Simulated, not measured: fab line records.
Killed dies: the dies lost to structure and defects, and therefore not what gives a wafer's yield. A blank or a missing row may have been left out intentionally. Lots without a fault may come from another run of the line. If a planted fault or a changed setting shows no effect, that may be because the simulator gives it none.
A lot that was struck, set against a sound lot ; flow n5Finfet ; 14 steps out of a route of 1938
Sound: wafers L179.2, L179.4, L179.5. Struck: wafers L177.1, L177.2, L177.5. The cause is given at the end.
Order at every step that has rows: each side's tool, ch and its chambers, its first start. Under that, the readings that differ: sound wafers ; struck wafers ; difference of the means ; sigmas: that difference in standard deviations of wafers without a fault.
alike: readings with means less than 2 such deviations apart, plus words and numbers identical on both sides. not compared: withheld readings, readings lacking a value on some wafer, bounds such as >300 that could conceal the same value, and numbers that have no deviation in the record and whose values overlap.
Wherever a step has rows on one side only, a row that says differs or no value, or a row with sigmas, the two part there. When numbers do not overlap yet have no deviation, they are printed without sigmas and do not part them. A reading that every wafer of one side lacks parts them only if that side has two wafers or more.

N5_BEOL_M0_SAQP_RECESS_109: chemistry HF/NH3, target SiO2, target depth 3 nm, afs cycles 1, sublimation time 60 s.
  sound on vaporEtch-02 ch 0,1, day 8 20:52; struck on vaporEtch-02 ch 0,1, day 8 09:07
  alike: drypumpMotorCurrentA
N5_BEOL_M0_SAQP_SPACER2_ALD_26: deposits SiO2, target thk 15 nm, pulse time 1 s, purge time 2 s.
  sound on aldSin-02 ch 0,3, day 8 21:47; struck on aldSin-01 ch 1,3, day 8 09:15
  alike: heaterPowerW, precursorPulseHeightRel
  not compared: sinceWetCleanH
N5_BEOL_M0_SAQP_SPACER2_ETCHBACK_27: etches SiO2 in CHF3/O2, target depth 22.5 nm, time 11.25 s.
  sound on rieDiel-01 ch 0,2, day 8 22:19; struck on rieDiel-03 ch 0,1,3, day 8 09:48
reading;sound;struck;difference;sigmas
drypumpMotorCurrentA (A);5.1 5.1 5.4;5.7 6.1 6.6;+0.9;+2
  alike: oesProductAu, rfVppV, showerheadPlenumPTorr, throttleValvePct
  not compared: rfHoursCounterH
N5_BEOL_M0_SAQP_MANDREL2_REMOVE_110: chemistry HBr/Cl2/O2, target a-Si, stops on SiCN, bt time 10 s.
  sound on rieSi-02 ch 0,1,2, day 8 22:25; struck on rieSi-02 ch 2,3, day 8 09:53
  alike: drypumpMotorCurrentA, oesProductAu, throttleValvePct
  not compared: rfHoursCounterH
N5_BEOL_M0_SAQP_CD_MEAS_29: target cd 14.4 nm.
  sound on cdSem-01 ch 0, day 8 22:31; struck on cdSem-01 ch 0, day 8 10:00
  alike: cdNm
then, 7 steps without rows for these wafers: N5_BEOL_M0_SAQP_COAT_69 (time 60 s, resist thk 90 nm); N5_BEOL_M0_SAQP_COAT_72 (time 60 s, resist thk 15 nm); N5_BEOL_M0_SAQP_COAT_87 (time 60 s, resist thk 5 nm); N5_BEOL_M0_SAQP_COAT_34 (resist thk 30 nm); N5_BEOL_M0_SAQP_EBR_36; N5_BEOL_M0_SAQP_SOFTBAKE_35 (time 60 s); N5_BEOL_M0_SAQP_EXPOSE_37 (exposes mask M0 CUT1, target cd 30 nm).
N5_BEOL_M0_SAQP_PEB_38: peb time 60 s.
  struck on lithoTrack-03, day 8 10:14; sound on lithoTrack-02 ch 0, day 8 22:53
  no value came back on the struck wafers for chillPlateTempC (C), exhaustPa (Pa); on the sound wafers chillPlateTempC (C) reads 22.83 22.94 22.89
then, 1 step without rows for these wafers: N5_BEOL_M0_SAQP_DEVELOP_39 (develop time 30 s).

## WHERE THEY PART
At N5_BEOL_M0_SAQP_SPACER2_ETCHBACK_27 first; at N5_BEOL_M0_SAQP_PEB_38 last (within this record only).

WHY: the cause the simulator had injected
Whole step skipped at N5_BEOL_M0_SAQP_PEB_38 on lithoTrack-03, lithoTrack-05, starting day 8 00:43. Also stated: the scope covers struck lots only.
